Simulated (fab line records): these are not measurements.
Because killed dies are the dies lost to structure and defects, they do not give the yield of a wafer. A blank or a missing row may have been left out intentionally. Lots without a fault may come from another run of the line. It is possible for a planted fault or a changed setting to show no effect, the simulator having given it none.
Lot-split experiment    flow n5-finfet    7 lots, 21 wafers read, on a route of 1938 steps

SPLIT DETAILS
At N5_BEOL_M2_DESCUM_16 (chemistry O2, time 7 s), the setting time-s was moved away from the recipe's 7 s on 6 of the 21 wafers read, by -10.6% to +20.6%. This setting was run at the recipe's value on the other wafers.

The reading is taken at the split's own step.

THE READING
CAR-EUV_of_BEOL_M2_COAT_05.thk-nm (the simulator's own value, which no gauge read), in nm, at N5_BEOL_M2_DESCUM_16 (chemistry O2, time 7 s). The file does not state a usual value for it. Across the 15 wafers here that went through the recipe, the average is 26.1 nm and the standard deviation 0.1 nm.

wafer   tool, chamber at the split  time-s as run, s  against the recipe  CAR-EUV_of_BEOL_M2_COAT_05.thk-nm, nm  against lot-mates on the recipe
L077.1  rie-diel-06, 3              6.345             -9.4%               26.4                                   +0.4
L077.2  rie-diel-06, 0              7                 recipe              26                                     -
L077.4  rie-diel-06, 1              6.345             -9.4%               26.2                                   +0.2
L078.2  rie-diel-01, 3,1            7                 recipe              26.2                                   -
L078.4  rie-diel-01, 3,1            7                 recipe              26.2                                   -
L078.5  rie-diel-01, 3              7.528             +7.5%               26                                     -0.2
L080.1  rie-diel-01, 0              7                 recipe              26                                     -
L080.2  rie-diel-01, 2,3            7                 recipe              26.2                                   -
L080.5  rie-diel-01, 2,3            7                 recipe              26.2                                   -
L096.3  rie-diel-01, 2,1            7                 recipe              26.2                                   -
L096.4  rie-diel-01, 2,1            7                 recipe              26.2                                   -
L096.6  rie-diel-01, 3              7                 recipe              26                                     -
L090.2  rie-diel-06, 1,2            6.256             -10.6%              26.4                                   +0.4
L090.5  rie-diel-06, 1,2            6.256             -10.6%              26.4                                   +0.4
L090.3  rie-diel-06, 2              7                 recipe              26                                     -
L092.3  rie-diel-05, 0              7                 recipe              26                                     -
L092.6  rie-diel-05, 0              7                 recipe              26                                     -
L092.4  rie-diel-05, 1              7                 recipe              26.2                                   -
L097.1  rie-diel-06, 3              7                 recipe              26                                     -
L097.5  rie-diel-06, 3              7                 recipe              26                                     -
L097.2  rie-diel-06, 0              8.439             +20.6%              25.4                                   -0.6
Rows listing several chambers each stand for several wafers; the file does not say which wafer went through which chamber.

THE FIT
A straight line over all 21 wafers: CAR-EUV_of_BEOL_M2_COAT_05.thk-nm changes by -0.0288 nm for each +1% of time-s; r = -0.88; the points scatter about the line by 0.1 nm.
The same after taking each lot's own level away (the mean of its wafers on the recipe; 21 wafers): -0.0316 nm for each +1%; r = -0.94; scatter 0.076 nm.
On that fit, the largest move of time-s shifts the reading by 0.65 nm.
The lots' own levels span 26.00 to 26.20 nm, that is 2.0 times the standard deviation above.
Consequently the slope shifts little with the lot-to-lot level, the two slopes agreeing.
Check: for one of the wafers moved furthest among these (+20.6%), held out of the fit, the line's prediction against its lot-mates is -0.688 nm. Against them it came out at -0.6 nm.

OTHER SPLITS ON THESE WAFERS
Note: prior to the reading, these wafers also went through further splits. Each is held against what the fit with the lots' levels taken away leaves over:
other split on the same wafers     wafers away from the commonest value  r with CAR-EUV_of_BEOL_M2_COAT_05.thk-nm (lot level and that fit taken away)
N5_BEOL_M1_PECVD_72 time-s         7                                     -0.05
N5_BEOL_M1_HM_DEP_02 target-thk-a  7                                     +0.20

THE FILE'S OWN FIT
CAR-EUV_of_BEOL_M2_COAT_05.thk-nm changes by -0.0307 nm for each +1% of time-s, r = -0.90.
